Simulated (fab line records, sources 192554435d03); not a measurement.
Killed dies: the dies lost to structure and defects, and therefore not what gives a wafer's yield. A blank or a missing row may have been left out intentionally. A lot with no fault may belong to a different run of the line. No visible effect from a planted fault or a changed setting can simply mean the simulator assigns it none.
Which of the tools did it? :: flow n5_finfet :: 27 wafers from 9 lots sampled at 5 of the route's 1938 steps

## WHAT THE GAUGES READ, wafer by wafer
N5_BEOL_M4_RC_MEAS_101. Usual: DIBL_N 36.4 mV/V, standard deviation 1.4; DIBL_P 36.3 mV/V, standard deviation 1.8; IOFF_N 0.163 nA/um, standard deviation 0.024; IOFF_P 0.21 nA/um, standard deviation 0.034; ION_N 673 uA/um, standard deviation 11; ION_P 461 uA/um, standard deviation 7.4; SS_N 71.6 mV/dec, standard deviation 0.52; SS_P 73.3 mV/dec, standard deviation 0.58; VT_N 249.4 mV, standard deviation 2.5; VT_P -250 mV, standard deviation 3.5.
lot: L670
measured: day 8 07:10
on: prober-01
DIBL_N (mV/V): 37.2 37.2 37.5
DIBL_P (mV/V): 38.0 37.4 38.2
IOFF_N (nA/um): 0.170 0.169 0.181
IOFF_P (nA/um): 0.25 0.24 0.24
ION_N (uA/um): 663 668 666
ION_P (uA/um): 456 462 459
SS_N (mV/dec): 71.9 71.2 71.9
SS_P (mV/dec): 73.8 73.4 73.8
VT_N (mV): 245.9 249.0 246.9
VT_P (mV): -246 -248 -248
flag: 

lot: L673
measured: day 9 09:47
on: prober-01
DIBL_N (mV/V): 37.5 39.0 37.6
DIBL_P (mV/V): 38.4 39.6 38.6
IOFF_N (nA/um): 0.198 0.209 0.190
IOFF_P (nA/um): 0.24 0.26 0.24
ION_N (uA/um): 678 679 682
ION_P (uA/um): 458 460 469
SS_N (mV/dec): 72.5 72.6 71.7
SS_P (mV/dec): 74.3 74.2 73.8
VT_N (mV): 247.3 246.0 248.4
VT_P (mV): -249 -252 -249
flag: 

lot: L677
measured: day 10 09:15
on: prober-01
DIBL_N (mV/V): 36.0 34.4 35.0
DIBL_P (mV/V): 35.9 34.8 34.5
IOFF_N (nA/um): 0.159 0.137 0.145
IOFF_P (nA/um): 0.20 0.18 0.18
ION_N (uA/um): 652 651 659
ION_P (uA/um): 450 451 446
SS_N (mV/dec): 72.2 70.9 71.7
SS_P (mV/dec): 73.1 72.5 73.3
VT_N (mV): 250.4 252.9 254.1
VT_P (mV): -250 -254 -253
flag: 

lot: L679
measured: day 10 12:55
on: prober-01
DIBL_N (mV/V): 34.6 36.2 35.7
DIBL_P (mV/V): 33.8 35.3 34.9
IOFF_N (nA/um): 0.134 0.156 0.144
IOFF_P (nA/um): 0.18 0.19 0.19
ION_N (uA/um): 676 675 675
ION_P (uA/um): 462 458 463
SS_N (mV/dec): 71.2 71.5 71.9
SS_P (mV/dec): 71.9 74.2 73.3
VT_N (mV): 249.4 248.3 249.2
VT_P (mV): -255 -251 -254
flag: 

lot: L684
measured: day 11 21:12
on: prober-02
DIBL_N (mV/V): 37.7 35.0 35.7
DIBL_P (mV/V): 35.9 33.7 33.7
IOFF_N (nA/um): 0.174 0.124 0.138
IOFF_P (nA/um): 0.21 0.17 0.17
ION_N (uA/um): 663 661 653
ION_P (uA/um): 451 455 448
SS_N (mV/dec): 72.5 71.4 71.8
SS_P (mV/dec): 73.4 73.3 72.7
VT_N (mV): 252.2 254.1 252.6
VT_P (mV): -249 -250 -256
flag: 

lot: L685
measured: day 12 02:36
on: prober-01
DIBL_N (mV/V): 36.4 34.9 35.2
DIBL_P (mV/V): 37.2 35.6 36.2
IOFF_N (nA/um): 0.175 0.147 0.153
IOFF_P (nA/um): 0.22 0.19 0.19
ION_N (uA/um): 676 683 682
ION_P (uA/um): 461 465 468
SS_N (mV/dec): 71.5 70.5 70.8
SS_P (mV/dec): 73.4 72.6 72.1
VT_N (mV): 248.3 248.1 249.0
VT_P (mV): -248 -251 -251
flag: 

lot: L686
measured: day 11 22:14
on: prober-01
DIBL_N (mV/V): 35.6 35.3 37.2
DIBL_P (mV/V): 34.6 34.4 37.2
IOFF_N (nA/um): 0.142 0.139 0.175
IOFF_P (nA/um): 0.17 0.17 0.21
ION_N (uA/um): 658 671 675
ION_P (uA/um): 449 454 463
SS_N (mV/dec): 71.2 71.2 71.5
SS_P (mV/dec): 72.6 72.4 73.6
VT_N (mV): 251.1 253.0 246.6
VT_P (mV): -254 -258 -252
flag: 

lot: L689
measured: day 13 15:14
on: prober-02
DIBL_N (mV/V): 35.1 36.0 35.1
DIBL_P (mV/V): 34.8 35.2 35.0
IOFF_N (nA/um): 0.137 0.146 0.142
IOFF_P (nA/um): 0.19 0.20 0.20
ION_N (uA/um): 665 666 662
ION_P (uA/um): 460 455 456
SS_N (mV/dec): 70.9 71.1 70.9
SS_P (mV/dec): 73.0 72.9 72.6
VT_N (mV): 250.8 251.1 248.0
VT_P (mV): -250 -250 -248
flag: 

lot: L690
measured: day 13 12:08
on: prober-02
DIBL_N (mV/V): 35.3 34.5 35.9
DIBL_P (mV/V): 31.4 30.9 32.4
IOFF_N (nA/um): 0.130 0.117 0.137
IOFF_P (nA/um): 0.15 0.14 0.16
ION_N (uA/um): 674 669 660
ION_P (uA/um): 453 450 446
SS_N (mV/dec): 71.3 70.8 70.6
SS_P (mV/dec): 72.9 72.6 72.0
VT_N (mV): 250.6 251.5 250.8
VT_P (mV): -258 -257 -255
flag: 

## WHICH TOOL RAN EACH LOT (tool, then ch and the chambers of the sampled wafers, then the start)
lot: L670
N5_MOL_CONTACT_COAG_ETCH_110: rie_diel-04 ch 1,2, day 5 01:52
N5_MOL_CONTACT_COAG_SIL_ANNEAL_21: rtp_anneal-01 ch 0, day 5 03:10
N5_MOL_CONTACT_COAG_SPUTTER_143: pvd_sputter-02, day 5 03:32
N5_MOL_CONTACT_COAG_COAT_63: litho_track-01 ch 0, day 5 12:34

lot: L673
N5_MOL_CONTACT_COAG_ETCH_110: rie_diel-03 ch 3, day 5 22:40
N5_MOL_CONTACT_COAG_SIL_ANNEAL_21: rtp_anneal-01 ch 0, day 5 23:52
N5_MOL_CONTACT_COAG_SPUTTER_143: pvd_sputter-02, day 6 00:36
N5_MOL_CONTACT_COAG_COAT_63: litho_track-01 ch 0, day 6 09:40

lot: L677
N5_MOL_CONTACT_COAG_ETCH_110: rie_diel-06 ch 1,2, day 7 01:48
N5_MOL_CONTACT_COAG_SIL_ANNEAL_21: rtp_anneal-01 ch 0, day 7 03:45
N5_MOL_CONTACT_COAG_SPUTTER_143: pvd_sputter-01, day 7 04:38
N5_MOL_CONTACT_COAG_COAT_63: litho_track-01 ch 0, day 7 11:46

lot: L679
N5_MOL_CONTACT_COAG_ETCH_110: rie_diel-03 ch 0,1,2, day 7 12:04
N5_MOL_CONTACT_COAG_SIL_ANNEAL_21: rtp_anneal-01 ch 0, day 7 13:17
N5_MOL_CONTACT_COAG_SPUTTER_143: pvd_sputter-02, day 7 15:07
N5_MOL_CONTACT_COAG_COAT_63: litho_track-01 ch 0, day 7 23:44

lot: L684
N5_MOL_CONTACT_COAG_ETCH_110: rie_diel-04 ch 0,1, day 8 15:28
N5_MOL_CONTACT_COAG_SIL_ANNEAL_21: rtp_anneal-01 ch 0, day 8 17:49
N5_MOL_CONTACT_COAG_SPUTTER_143: pvd_sputter-02, day 8 18:54
N5_MOL_CONTACT_COAG_COAT_63: litho_track-04 ch 0, day 9 03:58

lot: L685
N5_MOL_CONTACT_COAG_ETCH_110: rie_diel-03 ch 0,1,3, day 8 21:11
N5_MOL_CONTACT_COAG_SIL_ANNEAL_21: rtp_anneal-02 ch 0, day 8 22:33
N5_MOL_CONTACT_COAG_SPUTTER_143: pvd_sputter-01, day 8 23:19
N5_MOL_CONTACT_COAG_COAT_63: litho_track-04 ch 0, day 9 07:47

lot: L686
N5_MOL_CONTACT_COAG_ETCH_110: rie_diel-06 ch 0,1,3, day 9 04:11
N5_MOL_CONTACT_COAG_SIL_ANNEAL_21: rtp_anneal-02 ch 0, day 9 05:49
N5_MOL_CONTACT_COAG_SPUTTER_143: pvd_sputter-03, day 9 06:24
N5_MOL_CONTACT_COAG_COAT_63: litho_track-03 ch 0, day 9 14:11

lot: L689
N5_MOL_CONTACT_COAG_ETCH_110: rie_diel-03 ch 0,2,3, day 10 01:58
N5_MOL_CONTACT_COAG_SIL_ANNEAL_21: rtp_anneal-02 ch 0, day 10 03:08
N5_MOL_CONTACT_COAG_SPUTTER_143: pvd_sputter-02, day 10 05:08
N5_MOL_CONTACT_COAG_COAT_63: litho_track-01 ch 0, day 10 13:43

lot: L690
N5_MOL_CONTACT_COAG_ETCH_110: rie_diel-04 ch 1,2,3, day 10 09:15
N5_MOL_CONTACT_COAG_SIL_ANNEAL_21: rtp_anneal-02 ch 0, day 10 10:24
N5_MOL_CONTACT_COAG_SPUTTER_143: pvd_sputter-02, day 10 12:05
N5_MOL_CONTACT_COAG_COAT_63: litho_track-04 ch 0, day 10 19:35
- N5_MOL_CONTACT_COAG_ETCH_110: etches Si in CF4/O2, target depth 2.5 nm, time 8 s.
- N5_MOL_CONTACT_COAG_SIL_ANNEAL_21: time 60 s.
- N5_MOL_CONTACT_COAG_SPUTTER_143: material Co, target thk 2.5 nm.
- N5_MOL_CONTACT_COAG_COAT_63: time 60 s, resist thk 10 nm.

## WHAT THE TOOLS THEMSELVES READ (means of the sampled wafers that have a number; where no wafer has one, the mark that the record gives instead)
N5_MOL_CONTACT_COAG_ETCH_110. Usual: drypump_motor_current_A 5.6 A, standard deviation 0.38; oes_ar_750_au 0.81 a.u., standard deviation 0.09; oes_product_au 0.81 a.u., standard deviation 0.096; rf_fwd_power_W 198.4 W, standard deviation 0.85; rf_vpp_V 127.7 V, standard deviation 1.8; showerhead_plenum_p_Torr 2.25 Torr, standard deviation 0.066; throttle_valve_pct 10.7 %, standard deviation 0.33.
lot: L670
tool: rie_diel-04
drypump_motor_current_A (A): 5.7
oes_ar_750_au (a.u.): 0.77
oes_product_au (a.u.): 0.76
rf_fwd_power_W (W): 198.9
rf_vpp_V (V): 128.5
showerhead_plenum_p_Torr (Torr): 2.28
throttle_valve_pct (%): 10.8
flag: 

lot: L673
tool: rie_diel-03
drypump_motor_current_A (A): 5.7
oes_ar_750_au (a.u.): 0.69
oes_product_au (a.u.): 0.69
rf_fwd_power_W (W): 198.6
rf_vpp_V (V): 128.6
showerhead_plenum_p_Torr (Torr): 2.28
throttle_valve_pct (%): 11.4
flag: 

lot: L677
tool: rie_diel-06
drypump_motor_current_A (A): 5.1
oes_ar_750_au (a.u.): 0.81
oes_product_au (a.u.): 0.81
rf_fwd_power_W (W): 198.3
rf_vpp_V (V): 125.9
showerhead_plenum_p_Torr (Torr): 2.16
throttle_valve_pct (%): 10.8
flag: 

lot: L679
tool: rie_diel-03
drypump_motor_current_A (A): 5.4
oes_ar_750_au (a.u.): 0.83
oes_product_au (a.u.): 0.83
rf_fwd_power_W (W): 197.3
rf_vpp_V (V): 128.7
showerhead_plenum_p_Torr (Torr): 2.25
throttle_valve_pct (%): 10.6
flag: 

lot: L684
tool: rie_diel-04
drypump_motor_current_A (A): 5.7
oes_ar_750_au (a.u.): 0.91
oes_product_au (a.u.): 0.91
rf_fwd_power_W (W): 198.8
rf_vpp_V (V): 126.4
showerhead_plenum_p_Torr (Torr): 2.30
throttle_valve_pct (%): 10.5
flag: 

lot: L685
tool: rie_diel-03
drypump_motor_current_A (A): 5.5
oes_ar_750_au (a.u.): 0.85
oes_product_au (a.u.): 0.84
rf_fwd_power_W (W): 198.4
rf_vpp_V (V): 127.2
showerhead_plenum_p_Torr (Torr): 2.22
throttle_valve_pct (%): 10.8
flag: 

lot: L686
tool: rie_diel-06
drypump_motor_current_A (A): 5.8
oes_ar_750_au (a.u.): 0.73
oes_product_au (a.u.): 0.72
rf_fwd_power_W (W): 198.4
rf_vpp_V (V): 126.7
showerhead_plenum_p_Torr (Torr): 2.22
throttle_valve_pct (%): 10.9
flag: 

lot: L689
tool: rie_diel-03
drypump_motor_current_A (A): 5.5
oes_ar_750_au (a.u.): 0.88
oes_product_au (a.u.): 0.88
rf_fwd_power_W (W): 197.8
rf_vpp_V (V): 128.1
showerhead_plenum_p_Torr (Torr): 2.27
throttle_valve_pct (%): 10.6
flag: 

lot: L690
tool: rie_diel-04
drypump_motor_current_A (A): 5.6
oes_ar_750_au (a.u.): 0.87
oes_product_au (a.u.): 0.88
rf_fwd_power_W (W): 198.5
rf_vpp_V (V): 127.8
showerhead_plenum_p_Torr (Torr): 2.26
throttle_valve_pct (%): 10.3
flag: 

N5_MOL_CONTACT_COAG_SIL_ANNEAL_21. Usual: lamp_power_pct 6.5 %, standard deviation 0.6; lamp_zone_1_pct 6.5 %, standard deviation 0.61; lamp_zone_5_pct 6.5 %, standard deviation 0.61; lamp_zone_6_pct 6.5 %, standard deviation 0.6; wafer_temp_C_max 552.2, standard deviation 0.46.
lot: L670
tool: rtp_anneal-01
lamp_power_pct (%): 7.1
lamp_zone_1_pct (%): 7.1
lamp_zone_5_pct (%): 7.1
lamp_zone_6_pct (%): 7.0
wafer_temp_C_max: 552.9
flag: 

lot: L673
tool: rtp_anneal-01
lamp_power_pct (%): 7.1
lamp_zone_1_pct (%): 7.1
lamp_zone_5_pct (%): 7.1
lamp_zone_6_pct (%): 7.0
wafer_temp_C_max: 552.3
flag: 

lot: L677
tool: rtp_anneal-01
lamp_power_pct (%): 7.1
lamp_zone_1_pct (%): 7.1
lamp_zone_5_pct (%): 7.1
lamp_zone_6_pct (%): 7.0
wafer_temp_C_max: 552.2
flag: 

lot: L679
tool: rtp_anneal-01
lamp_power_pct (%): 7.1
lamp_zone_1_pct (%): 7.1
lamp_zone_5_pct (%): 7.1
lamp_zone_6_pct (%): 7.0
wafer_temp_C_max: 552.5
flag: 

lot: L684
tool: rtp_anneal-01
lamp_power_pct (%): 7.1
lamp_zone_1_pct (%): 7.1
lamp_zone_5_pct (%): 7.1
lamp_zone_6_pct (%): 7.0
wafer_temp_C_max: 551.9
flag: 

lot: L685
tool: rtp_anneal-02
lamp_power_pct (%): 5.9
lamp_zone_1_pct (%): 5.9
lamp_zone_5_pct (%): 5.9
lamp_zone_6_pct (%): 5.8
wafer_temp_C_max: 552.5
flag: 

lot: L686
tool: rtp_anneal-02
lamp_power_pct (%): 5.9
lamp_zone_1_pct (%): 5.9
lamp_zone_5_pct (%): 5.9
lamp_zone_6_pct (%): 5.8
wafer_temp_C_max: 552.0
flag: 

lot: L689
tool: rtp_anneal-02
lamp_power_pct (%): 5.9
lamp_zone_1_pct (%): 5.9
lamp_zone_5_pct (%): 5.9
lamp_zone_6_pct (%): 5.8
wafer_temp_C_max: 551.9
flag: 

lot: L690
tool: rtp_anneal-02
lamp_power_pct (%): 5.9
lamp_zone_1_pct (%): 5.9
lamp_zone_5_pct (%): 5.9
lamp_zone_6_pct (%): 5.8
wafer_temp_C_max: 551.9
flag: 

N5_MOL_CONTACT_COAG_SPUTTER_143. Usual: throttle_valve_pct at 30.3 %, with a standard deviation of 1.3.
lot: L670
tool: pvd_sputter-02
throttle_valve_pct (%): 30.5
flag: 

lot: L673
tool: pvd_sputter-02
throttle_valve_pct (%): 30.3
flag: 

lot: L677
tool: pvd_sputter-01
throttle_valve_pct (%): 29.8
flag: 

lot: L679
tool: pvd_sputter-02
throttle_valve_pct (%): 31.2
flag: 

lot: L684
tool: pvd_sputter-02
throttle_valve_pct (%): 32.2
flag: 

lot: L685
tool: pvd_sputter-01
throttle_valve_pct (%): 30.2
flag: 

lot: L686
tool: pvd_sputter-03
throttle_valve_pct (%): 30.4
flag: 

lot: L689
tool: pvd_sputter-02
throttle_valve_pct (%): 30.5
flag: 

lot: L690
tool: pvd_sputter-02
throttle_valve_pct (%): 30.4
flag: 

N5_MOL_CONTACT_COAG_COAT_63. Usual: spin_speed_rpm at 1499.8 rpm, with a standard deviation of 0.99.
lot: L670
tool: litho_track-01
spin_speed_rpm (rpm): 1499.8
flag: 

lot: L673
tool: litho_track-01
spin_speed_rpm (rpm): 1500.4
flag: 

lot: L677
tool: litho_track-01
spin_speed_rpm (rpm): 1576.9
flag: OFF

lot: L679
tool: litho_track-01
spin_speed_rpm (rpm): 1577.2
flag: OFF

lot: L684
tool: litho_track-04
spin_speed_rpm (rpm): 1499.1
flag: 

lot: L685
tool: litho_track-04
spin_speed_rpm (rpm): 1500.9
flag: 

lot: L686
tool: litho_track-03
spin_speed_rpm (rpm): 1499.3
flag: 

lot: L689
tool: litho_track-01
spin_speed_rpm (rpm): 1499.6
flag: 

lot: L690
tool: litho_track-04
spin_speed_rpm (rpm): 1500.5
flag: 

## THE ANSWER, worked out from the rows above alone
Rule: a lot counts as off when the mean over its wafers that have a number is more than 3 standard deviations away from the usual mean. Also off: a lot with no number at a reading for which 4 or more lots have one. Where the step has rows for the other lots, those lots are counted as sound. After the gauges, taken in route order, come the tools' own readings; for these a lot's mean is taken, as printed above. At the first step where some lot is off, the reading lying furthest off is the one used; lots without a number count as furthest.
Off, at N5_MOL_CONTACT_COAG_COAT_63 on spin_speed_rpm: L677, L679.
A tool fits if, at that step or a process step before it, it ran every lot that is off, and no sound lot after the first of them. None of those tried fits.

## WHAT THE SIMULATOR HAD PUT IN
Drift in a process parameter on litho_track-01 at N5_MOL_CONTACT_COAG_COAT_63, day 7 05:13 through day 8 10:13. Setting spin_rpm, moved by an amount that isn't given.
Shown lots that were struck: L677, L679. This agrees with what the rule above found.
